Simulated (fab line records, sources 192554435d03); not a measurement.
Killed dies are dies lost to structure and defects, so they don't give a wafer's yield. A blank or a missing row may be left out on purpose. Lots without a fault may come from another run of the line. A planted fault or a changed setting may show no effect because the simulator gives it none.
fab line records | flow n5_finfet
record lots=5 wafers=13 last_day=17
route steps=1938 shown MOL_CONTACT_COAG@625 BEOL_M0_SAQP@632 BEOL_M4@1111 PASSIVATION@1936
lots that met no fault: from a run of the same line without faults
start_h: hours from the record's first day to the start of the lot's first wafer shown | wait_h: hours since the lot's step before | " the same as in the row above | L1.1+2: a row that stands for several wafers | - no value, or no start given | * or withheld: withheld | < > ~ a bound
route shown NAME@n: a module of which the file shows steps, and the number in the route of the first | usual: mean/standard deviation of fault-free wafers | same: alike in all rows | chamber/n: place in a boat | sites: the reading at each site | _std_site: their standard deviation | _edge_site: outer sites' mean less inner sites' | radius_mm: how far each site lies from the wafer's centre | mask NAME#n: copy n | behind: the tool/chamber that last shaped the wafer | hold: why the lot was held/for how many hours/how that ended | device: the transistor (n, p or np) that didn't switch | end of line: the same wafers' tests at the end of the route | a step without rows: its recipe alone | killed: dies lost to structure and defects at the first sort, not the wafer's yield | map: a wafer's dies, x killed, . not, _ none there
set.NAME: the setting as run; set.NAME@STEP: as run at that earlier step | model.NAME: the simulator's own value behind a step, which no gauge read
lots at some steps of the route; a table a step, a row a wafer
services: from which hour (start_h, from the record's first day; less than 0 if before it) a tool's chamber was out of use, for how many hours, and why
## steps
# step N5_MOL_CONTACT_COAG_PRECLEAN_127
# recipe chemistry=DIW time_s=57.5 temp_c=23
# step N5_MOL_CONTACT_COAG_SRD_128
# recipe dry_time_s=32 dry=n2_spin spin_rpm=1500
# step N5_MOL_CONTACT_COAG_CMP_52
# recipe stop_on=SiO2 t_overpolish_s=1.5 post_cmp_clean=w_dilute_nh4oh down_force_psi=4 platen_rpm=50.289 pad_velocity_m_s=1.0006 target_thk_nm=66.5
# step N5_MOL_CONTACT_COAG_ANNEAL_112
# recipe temp_c=400 time_s=1800 ambient=HPD2 pressure_atm=10
# step N5_BEOL_M0_SAQP_PECVD_00
# recipe material=SiCN target_thk_a=80 temp_c=withheld precursor=3MS/NH3 pressure_torr=3 rf_w=202 time_s=14
# step N5_BEOL_M0_SAQP_ILD_DEP_01
# recipe material=SiOC target_thk_a=454.19 temp_c=350 precursor=DEMS/O2 pressure_torr=5 rf_w=500 time_s=8.7
# step N5_BEOL_M0_SAQP_HM_DEP_02
# recipe material=TiN target_thk_a=120 temp_c=25 chamber_pressure_pa=0.49996
# step N5_BEOL_M0_SAQP_PECVD_03
# recipe material=SiCN target_thk_a=120 temp_c=withheld precursor=3MS/NH3 pressure_torr=3 rf_w=202 time_s=21.1
# step N5_BEOL_M0_SAQP_PECVD_96
# recipe material=a-Si target_thk_a=450 temp_c=350 precursor=SiH4/He pressure_torr=3 rf_w=100 time_s=45.2
# step N5_BEOL_M0_SAQP_PECVD_97
# recipe material=SiNx target_thk_a=230 temp_c=350 precursor=SiH4/NH3/N2 pressure_torr=1.5 rf_w=300 time_s=19.9
# usual heater_power_w=515/37 showerhead_plenum_p_Torr=5.15/0.11 showerhead_vpp_V=1062/53 throttle_valve_pct=39.3/1.2
# columns lot.wafer tool chamber start_h wait_h heater_power_w showerhead_plenum_p_Torr showerhead_vpp_V throttle_valve_pct model.SiNx_of_BEOL_M0_SAQP_PECVD_97.thk_nm
L104.2 pecvd-04 0 117.26 0.0 550 5.02 1076 38.5 22.4
L104.4 " 0 " " 550 5.01 1072 38.5 23
L104.6 " 1 " " 514 5.04 996 40.6 23
L110.1 pecvd-03 1 153.95 0.0 556 5.17 1086 41.1 22.4
L110.4 " 0 " " 460 5.33 1001 37.9 23
L110.5 " 2 " " 507 5.25 1119 38.3 23
L116.1 pecvd-04 0 212.70 0.0 483 5.02 1110 38.6 23.2
L116.3 " 2 " " 545 5.22 1122 40.9 40.2
L120.1 pecvd-04 1 219.29 0.0 463 5.05 965 40.9 22.8
L120.3 " 0 " " 460 5.00 1088 38.5 39.8
L123.2 pecvd-04 2 241.36 0.0 527 5.23 1128 40.7 22.6
L123.5 " 2 " " 537 5.23 1147 40.7 22.8
L123.6 " 1 " " 494 5.06 995 40.8 40.4
# step N5_BEOL_M0_SAQP_PECVD_04
# recipe material=a-Si target_thk_a=600 temp_c=350 precursor=SiH4/He pressure_torr=3 rf_w=100 time_s=60.2
# step N5_BEOL_M0_SAQP_HM_DEP_111
# recipe material=SiO2 target_thk_a=120 temp_c=400 precursor=SiH4/N2O pressure_torr=0.75 rf_w=275 time_s=7.2
# step N5_BEOL_M0_SAQP_COAT_81
# recipe resist=SOC temp_c=250 time_s=60 spin_rpm=1500 resist_thk_nm=100
# step N5_BEOL_M0_SAQP_COAT_82
# recipe resist=SiARC temp_c=220 time_s=60 spin_rpm=1500 resist_thk_nm=30
# step N5_BEOL_M0_SAQP_COAT_08
# recipe resist=CAR-ArF spin_rpm=1500 resist_thk_nm=90
# step N5_BEOL_M0_SAQP_EBR_10
# recipe solvent=PGMEA ebr_width_mm=1.5
# step N5_BEOL_M0_SAQP_SOFTBAKE_09
# recipe temp_c=110 time_s=60 resist=CAR-ArF
# step N5_BEOL_M0_SAQP_EXPOSE_11
# recipe mask_id=M0_CORE na=1.35 source_shape=dipole sigma_inner=0.538 sigma_outer=0.738 polarization=te target_cd_nm=42 dose_mj=55
# step N5_BEOL_M0_SAQP_PEB_12
# recipe peb_temp_c=withheld peb_time_s=60 resist=CAR-ArF
# step N5_BEOL_M0_SAQP_DEVELOP_13
# recipe develop_time_s=30 developer=TMAH resist=CAR-ArF dev_temp_c=23 rinse_liquid=diw dry=air_spin
# step N5_BEOL_M0_SAQP_DESCUM_19
# recipe chemistry=O2 time_s=7.9 source_power_w=50 bias_power_w=20 pressure_mtorr=20 rf_frequency_hz=2.712e+07 temp_c=40 resist=CAR-ArF o2_flow_sccm=225
# step N5_BEOL_M0_SAQP_ETCH_83
# recipe chemistry=CF4 target=SiARC target_depth_a=390 mask_material=CAR-ArF time_s=65 ion_energy_ev=80 pressure_mtorr=40 source_w=545 bias_w=36 Ar_flow_sccm=100 cf4_flow_sccm=100 ends=cleared
# step N5_BEOL_M0_SAQP_ETCH_84
# recipe chemistry=N2/H2 target=SOC target_depth_a=1000 overetch_a=200 mask_material=SiARC temp_c=40 time_s=150 ion_energy_ev=200 pressure_mtorr=30 source_w=840 bias_w=150 n2_flow_sccm=200 h2_flow_sccm=200
# step N5_BEOL_M0_SAQP_STRIP_80
# recipe chemistry=N2/H2 temp_c=40 n2_flow_sccm=200 h2_flow_sccm=200 rf_frequency_hz=6e+07
# step N5_BEOL_M0_SAQP_HM_OPEN_112
# recipe chemistry=CHF3/O2 target=SiO2 stop_on=a-Si target_depth_a=120 over_etch_frac=1.25 mask_material=SOC time_s=13.5 pressure_mtorr=30 source_w=650 bias_w=170 Ar_flow_sccm=200 CHF3_flow_sccm=50 O2_flow_sccm=5 ion_energy_ev=200 ends=end_point
# step N5_BEOL_M0_SAQP_STRIP_113
# recipe chemistry=CHF3/O2 resist=SiARC rf_frequency_hz=6e+07
# step N5_BEOL_M0_SAQP_MANDREL_ETCH_20
# recipe target_depth_a=600 chemistry=HBr/Cl2 target=a-Si stop_on=SiNx bt_time_s=10 mask_material=SOC over_etch_frac=0.5 time_s=30 pressure_mtorr=10 icp_w=800 bias_w=75 HBr_flow_sccm=150 Cl2_flow_sccm=80 ends=end_point
# step N5_BEOL_M0_SAQP_STRIP_86
# recipe chemistry=N2/H2 power_w=500 temp_c=40 pressure_mtorr=50 rf_frequency_hz=6e+07 overash_fraction=0.3 bias_power_w=28 h2_frac=0.5 n2_flow_sccm=300 h2_flow_sccm=300
# step N5_BEOL_M0_SAQP_STRIP_115
# recipe chemistry=post_etch_residue_remover time_s=60 temp_c=25 remover_ph=withheld remover_water_wt_pct=withheld remover_fluoride_wt_pct=withheld
# step N5_BEOL_M0_SAQP_SRD_93
# recipe dry=ipa_marangoni time_s=30 temp_c=23 rinse_liquid=diw
# step N5_BEOL_M0_SAQP_RECESS_114
# recipe chemistry=HF/NH3 target=SiO2 target_depth_a=144 afs_cycles=3 temp_c=30 sublimation_temp_c=180 sublimation_time_s=60
# step N5_BEOL_M0_SAQP_SPACER1_ALD_98
# recipe material=SiO2 target_thk_a=128 temp_c=300 ald_precursor_family=BDEAS ald_co_reactant=O2-plasma pulse_time_s=1 purge_time_s=2 co_reactant_purge_time_s=2 ald_cycles=138 pressure_torr=2
# step N5_BEOL_M0_SAQP_SPACER1_ETCHBACK_99
# recipe chemistry=CHF3/O2 mode=anisotropic_etchback target=SiO2 target_depth_a=154 time_s=7.7 pressure_mtorr=30 source_w=650 bias_w=170 Ar_flow_sccm=200 CHF3_flow_sccm=50 O2_flow_sccm=5 ion_energy_ev=200
# step N5_BEOL_M0_SAQP_MANDREL1_REMOVE_100
# recipe chemistry=HBr/Cl2/O2 bt_time_s=10 target=a-Si stop_on=SiNx endpoint=OES-SiCl over_etch_frac=0.85 icp_w=600 bias_w=30 HBr_flow_sccm=150 Cl2_flow_sccm=80 O2_flow_sccm=5 pressure_mtorr=10
# step N5_BEOL_M0_SAQP_ETCH_106
# recipe chemistry=N2/H2 target=SOC target_depth_a=1500 stop_on=SiNx ion_energy_ev=100 bias_w=61 pressure_mtorr=30 source_w=850 n2_flow_sccm=200 h2_flow_sccm=200
# usual drypump_motor_current_A=5.6/0.42 oes_product_au=0.77/0.083 rf_vpp_V=240.4/1.3 showerhead_plenum_p_Torr=2.52/0.082 throttle_valve_pct=17.71/0.25
# columns lot.wafer tool chamber start_h wait_h drypump_motor_current_A oes_product_au rf_hours_counter_h rf_vpp_V showerhead_plenum_p_Torr throttle_valve_pct model.SiNx_of_BEOL_M0_SAQP_PECVD_97.thk_nm
L104.2 rie_diel-03 2 120.94 - 5.0 0.68 243 242.0 2.62 17.85 14.8
L104.4 " 1 " " 6.3 0.70 222 242.5 2.61 18.21 15.2
L104.6 " 2 " " 5.1 0.69 - 241.7 2.62 17.84 15.2
L110.1 rie_diel-01 1 156.96 - 5.8 0.85 69 240.5 2.49 17.58 14.8
L110.4 " 3 " " 5.6 0.76 - 241.4 2.66 17.73 15.2
L110.5 " 2 " " 5.2 0.78 - 239.0 2.44 17.67 15.2
L116.1 rie_diel-03 2 216.19 - 5.0 0.92 14 242.2 2.61 17.45 15.4
L116.3 " 0 " " 6.1 0.67 248 239.6 2.49 17.60 32.4
L120.1 rie_diel-03 0 223.99 - 6.1 0.67 252 240.4 2.49 17.60 15.2
L120.3 " 3 " " 5.7 0.66 250 239.6 2.52 18.11 32.4
L123.2 rie_diel-01 2 244.21 - 5.2 0.76 153 238.4 2.43 17.73 14.8
L123.5 " 3 " " 5.6 0.73 - 242.4 2.65 17.77 15.2
L123.6 " 2 " " 5.2 0.76 - 240.1 2.43 17.72 32.6
# step N5_BEOL_M4_RC_MEAS_101
# usual DIBL_N=36.5/1.4 DIBL_P=36.6/1.9 IOFF_N=0.167/0.029 IOFF_P=0.21/0.033 ION_N=674/12 ION_P=460/8.9 SS_N=71.6/0.57 SS_P=73.4/0.61 VT_N=249/3.3 VT_P=-250/3.3
# columns lot.wafer tool chamber start_h wait_h DIBL_N[mV/V] DIBL_P[mV/V] IOFF_N[nA/um] IOFF_P[nA/um] ION_N[uA/um] ION_P[uA/um] SS_N[mV/dec] SS_P[mV/dec] VT_N[mV] VT_P[mV]
L104.2 prober-02 0 178.52 0.2 37.4 37.6 0.212 0.22 686 465 71.4 73.6 242 -249
L104.4 " 0 " " 39.0 39.3 0.233 0.27 683 462 72.7 74.2 242 -247
L104.6 " 0 " " 35.4 35.3 0.149 0.19 661 456 71.3 73.7 250 -251
L110.1 prober-02 0 210.20 0.0 37.9 38.3 0.204 0.24 688 470 72.7 73.8 243 -248
L110.4 " 0 " " 34.2 34.0 0.130 0.18 657 453 71.4 72.8 251 -252
L110.5 " 0 " " 35.3 35.6 0.145 0.19 667 459 71.3 73.5 251 -251
L116.1 prober-02 0 263.65 0.0 38.4 38.3 0.193 0.25 676 462 71.1 73.3 249 -247
L120.1 prober-01 0 289.23 0.0 36.2 35.8 0.151 0.19 667 455 72.2 73.4 252 -252
L123.2 prober-02 0 295.33 0.2 36.9 38.4 0.195 0.26 682 473 71.7 73.6 243 -246
L123.5 " 0 " " 34.3 34.8 0.140 0.20 667 461 70.7 73.1 251 -251
# step N5_PASSIVATION_PROBE_49
# usual defect_limited_yield=91.2/1.6 killed_at_M0_to_M3=34/11 killed_at_M4_up=14/5.7 killed_at_contacts=14/6.6 killed_at_front_end=37/10 killed_at_other=4/3.2 killed_dies=104/19 killed_on_rim=14/4.1 killed_open=69/13 killed_short=33/8.7 sort_bin_5_function=5.1/1 sort_bin_6_memory=3.3/0.76 sort_n_pass=1076/19 sort_yield_pct=91.2/1.6
# same gross_dies=1180 killed_at_back_side=0 sort_bin_4_leakage[%]=0 sort_bin_8_speed[%]=0
# columns lot.wafer tool chamber start_h wait_h defect_limited_yield[%] killed_at_M0_to_M3 killed_at_M4_up killed_at_contacts killed_at_front_end killed_at_other killed_dies killed_on_rim killed_open killed_short sort_bin_5_function[%] sort_bin_6_memory[%] sort_n_pass sort_yield_pct[%]
L116.1 prober-02 - 366.69 0.0 89.4 50 12 14 41 8 125 15 87 35 6.6 3.8 1055 89.4
L116.3 prober-02 - 366.79 0.1 0 1107 22 15 31 5 1180 152 87 45 6.2 4.6 0 0
L123.6 prober-02 - 395.18 0.3 0 1122 25 7 19 7 1180 152 61 26 4.4 2.9 0 0
L120.3 prober-01 - 395.83 0.1 0 1120 15 9 33 3 1180 152 79 28 5.3 3.5 0 0
# killed by level:class
L116.1 MOL_CONTACT_COAG:geometric_particle:open=13 STI_FIN_REVEAL:geometric_particle:open=12 BEOL_M3:geometric_particle:open=12 BEOL_M0_SAQP:geometric_particle:open=10 BEOL_M0_SAQP:geometric_particle:short=9 BEOL_M4:geometric_particle:open=9 FIN_SAQP:geometric_particle:open=7 BEOL_M2:geometric_particle:open=6
L116.3 BEOL_M0_SAQP:area_pecvd=1048 BEOL_M0_SAQP:geometric_particle:open=18 BEOL_M0_SAQP:geometric_particle:short=16 BEOL_M4:geometric_particle:open=15 MOL_CONTACT_COAG:geometric_particle:open=12 STI_FIN_REVEAL:geometric_particle:open=7 FIN_SAQP:geometric_particle:short=6 BEOL_M2:geometric_particle:open=6
L123.6 BEOL_M0_SAQP:area_pecvd=1092 BEOL_M4:geometric_particle:open=12 BEOL_M3:geometric_particle:open=8 STI_FIN_REVEAL:geometric_particle:open=7 MOL_CONTACT_COAG:geometric_particle:open=5 FIN_SAQP:geometric_particle:open=4 BEOL_M0_SAQP:geometric_particle:open=4 BEOL_M0_SAQP:geometric_particle:short=4
L120.3 BEOL_M0_SAQP:area_pecvd=1072 BEOL_M0_SAQP:geometric_particle:open=12 BEOL_M2:geometric_particle:open=10 FIN_SAQP:geometric_particle:open=9 MOL_CONTACT_COAG:geometric_particle:open=8 BEOL_M3:geometric_particle:open=8 BEOL_M7:geometric_particle:open=6 FIN_SAQP:geometric_particle:short=4
# map L116.3 (x killed, . not)
_________________xxxxxxxxxxxx________________
______________xxxxxxxxxxxxxxxxxx_____________
___________xxxxxxxxxxxxxxxxxxxxxxxx__________
__________xxxxxxxxxxxxxxxxxxxxxxxxxx_________
________xxxxxxxxxxxxxxxxxxxxxxxxxxxxxx_______
_______xxxxxxxxxxxxxxxxxxxxxxxxxxxxxxxx______
______xxxxxxxxxxxxxxxxxxxxxxxxxxxxxxxxxx_____
_____xxxxxxxxxxxxxxxxxxxxxxxxxxxxxxxxxxxx____
____xxxxxxxxxxxxxxxxxxxxxxxxxxxxxxxxxxxxxx___
___xxxxxxxxxxxxxxxxxxxxxxxxxxxxxxxxxxxxxxxx__
___xxxxxxxxxxxxxxxxxxxxxxxxxxxxxxxxxxxxxxxx__
__xxxxxxxxxxxxxxxxxxxxxxxxxxxxxxxxxxxxxxxxxx_
__xxxxxxxxxxxxxxxxxxxxxxxxxxxxxxxxxxxxxxxxxx_
_xxxxxxxxxxxxxxxxxxxxxxxxxxxxxxxxxxxxxxxxxxxx
_xxxxxxxxxxxxxxxxxxxxxxxxxxxxxxxxxxxxxxxxxxxx
_xxxxxxxxxxxxxxxxxxxxxxxxxxxxxxxxxxxxxxxxxxxx
_xxxxxxxxxxxxxxxxxxxxxxxxxxxxxxxxxxxxxxxxxxxx
_xxxxxxxxxxxxxxxxxxxxxxxxxxxxxxxxxxxxxxxxxxxx
_xxxxxxxxxxxxxxxxxxxxxxxxxxxxxxxxxxxxxxxxxxxx
_xxxxxxxxxxxxxxxxxxxxxxxxxxxxxxxxxxxxxxxxxxxx
_xxxxxxxxxxxxxxxxxxxxxxxxxxxxxxxxxxxxxxxxxxxx
__xxxxxxxxxxxxxxxxxxxxxxxxxxxxxxxxxxxxxxxxxx_
__xxxxxxxxxxxxxxxxxxxxxxxxxxxxxxxxxxxxxxxxxx_
___xxxxxxxxxxxxxxxxxxxxxxxxxxxxxxxxxxxxxxxx__
___xxxxxxxxxxxxxxxxxxxxxxxxxxxxxxxxxxxxxxxx__
____xxxxxxxxxxxxxxxxxxxxxxxxxxxxxxxxxxxxxx___
_____xxxxxxxxxxxxxxxxxxxxxxxxxxxxxxxxxxxx____
______xxxxxxxxxxxxxxxxxxxxxxxxxxxxxxxxxx_____
_______xxxxxxxxxxxxxxxxxxxxxxxxxxxxxxxx______
________xxxxxxxxxxxxxxxxxxxxxxxxxxxxxx_______
__________xxxxxxxxxxxxxxxxxxxxxxxxxx_________
___________xxxxxxxxxxxxxxxxxxxxxxxx__________
______________xxxxxxxxxxxxxxxxxx_____________
_________________xxxxxxxxxxxx________________
# map L120.3 (x killed, . not)
_________________xxxxxxxxxxxx________________
______________xxxxxxxxxxxxxxxxxx_____________
___________xxxxxxxxxxxxxxxxxxxxxxxx__________
__________xxxxxxxxxxxxxxxxxxxxxxxxxx_________
________xxxxxxxxxxxxxxxxxxxxxxxxxxxxxx_______
_______xxxxxxxxxxxxxxxxxxxxxxxxxxxxxxxx______
______xxxxxxxxxxxxxxxxxxxxxxxxxxxxxxxxxx_____
_____xxxxxxxxxxxxxxxxxxxxxxxxxxxxxxxxxxxx____
____xxxxxxxxxxxxxxxxxxxxxxxxxxxxxxxxxxxxxx___
___xxxxxxxxxxxxxxxxxxxxxxxxxxxxxxxxxxxxxxxx__
___xxxxxxxxxxxxxxxxxxxxxxxxxxxxxxxxxxxxxxxx__
__xxxxxxxxxxxxxxxxxxxxxxxxxxxxxxxxxxxxxxxxxx_
__xxxxxxxxxxxxxxxxxxxxxxxxxxxxxxxxxxxxxxxxxx_
_xxxxxxxxxxxxxxxxxxxxxxxxxxxxxxxxxxxxxxxxxxxx
_xxxxxxxxxxxxxxxxxxxxxxxxxxxxxxxxxxxxxxxxxxxx
_xxxxxxxxxxxxxxxxxxxxxxxxxxxxxxxxxxxxxxxxxxxx
_xxxxxxxxxxxxxxxxxxxxxxxxxxxxxxxxxxxxxxxxxxxx
_xxxxxxxxxxxxxxxxxxxxxxxxxxxxxxxxxxxxxxxxxxxx
_xxxxxxxxxxxxxxxxxxxxxxxxxxxxxxxxxxxxxxxxxxxx
_xxxxxxxxxxxxxxxxxxxxxxxxxxxxxxxxxxxxxxxxxxxx
_xxxxxxxxxxxxxxxxxxxxxxxxxxxxxxxxxxxxxxxxxxxx
__xxxxxxxxxxxxxxxxxxxxxxxxxxxxxxxxxxxxxxxxxx_
__xxxxxxxxxxxxxxxxxxxxxxxxxxxxxxxxxxxxxxxxxx_
___xxxxxxxxxxxxxxxxxxxxxxxxxxxxxxxxxxxxxxxx__
___xxxxxxxxxxxxxxxxxxxxxxxxxxxxxxxxxxxxxxxx__
____xxxxxxxxxxxxxxxxxxxxxxxxxxxxxxxxxxxxxx___
_____xxxxxxxxxxxxxxxxxxxxxxxxxxxxxxxxxxxx____
______xxxxxxxxxxxxxxxxxxxxxxxxxxxxxxxxxx_____
_______xxxxxxxxxxxxxxxxxxxxxxxxxxxxxxxx______
________xxxxxxxxxxxxxxxxxxxxxxxxxxxxxx_______
__________xxxxxxxxxxxxxxxxxxxxxxxxxx_________
___________xxxxxxxxxxxxxxxxxxxxxxxx__________
______________xxxxxxxxxxxxxxxxxx_____________
_________________xxxxxxxxxxxx________________
## services
# columns tool chamber start_h hours kind
pecvd-04 - 120.08 3.5 repair
rie_diel-03 2 142.38 - clean
rie_diel-03 2 142.38 - consumable_replace:focus_ring
rie_diel-03 2 142.38 20.4 scheduled_down
rie_diel-03 2 142.38 20.4 vent_cycle
rie_diel-01 0 144.02 - clean
rie_diel-01 0 144.02 - consumable_replace:focus_ring
rie_diel-01 0 144.02 16.1 scheduled_down
rie_diel-01 0 144.02 16.1 vent_cycle
pecvd-03 1 157.84 3.6 repair
rie_diel-01 1 186.61 6.5 repair
rie_diel-03 1 213.86 - clean
rie_diel-03 1 213.86 - consumable_replace:focus_ring
rie_diel-03 1 213.86 20.2 scheduled_down
rie_diel-03 1 213.86 20.2 vent_cycle
rie_diel-01 1 218.33 2.2 repair
rie_diel-03 0 234.11 - clean
rie_diel-03 0 234.11 - consumable_replace:focus_ring
rie_diel-03 0 234.11 26.9 scheduled_down
rie_diel-03 0 234.11 26.9 vent_cycle
pecvd-03 - 238.67 4.3 pm
## key
first_sign step=N5_PASSIVATION_PROBE_49 reading=killed_at_M0_to_M3 direction=up sigmas=99+ usual=34 struck=1116
effect step=N5_PASSIVATION_PROBE_49 reading=defect_limited_yield direction=down sigmas=55 usual=91.2 struck=0
model_effect step=N5_BEOL_M0_SAQP_PECVD_97 value=SiNx_of_BEOL_M0_SAQP_PECVD_97.thk_nm without=23.13 struck=40.13
model_effect step=N5_BEOL_M0_SAQP_ETCH_106 value=SiNx_of_BEOL_M0_SAQP_PECVD_97.thk_nm without=15.47 struck=32.47
more_kills_born_at N5_BEOL_M0_SAQP_PECVD_97@pecvd-04=3212
met_at N5_BEOL_M0_SAQP_PECVD_97
struck_wafers L116.3,L120.3,L123.6
later_rows_left_out L116.3,L120.3,L123.6
onset_between 117.26 212.70
fault kind=process_parameter_drift tool=pecvd-04 chamber=- onset_h=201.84 steps=N5_BEOL_M0_SAQP_PECVD_97 channel=time_s offset=* shape=step end_h=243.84 scope=struck_wafers_only acts_in=* stated=*
# later_rows_left_out: the simulator's readings of these wafers behind a module that went badly wrong aren't trusted and aren't shown, but for the sort
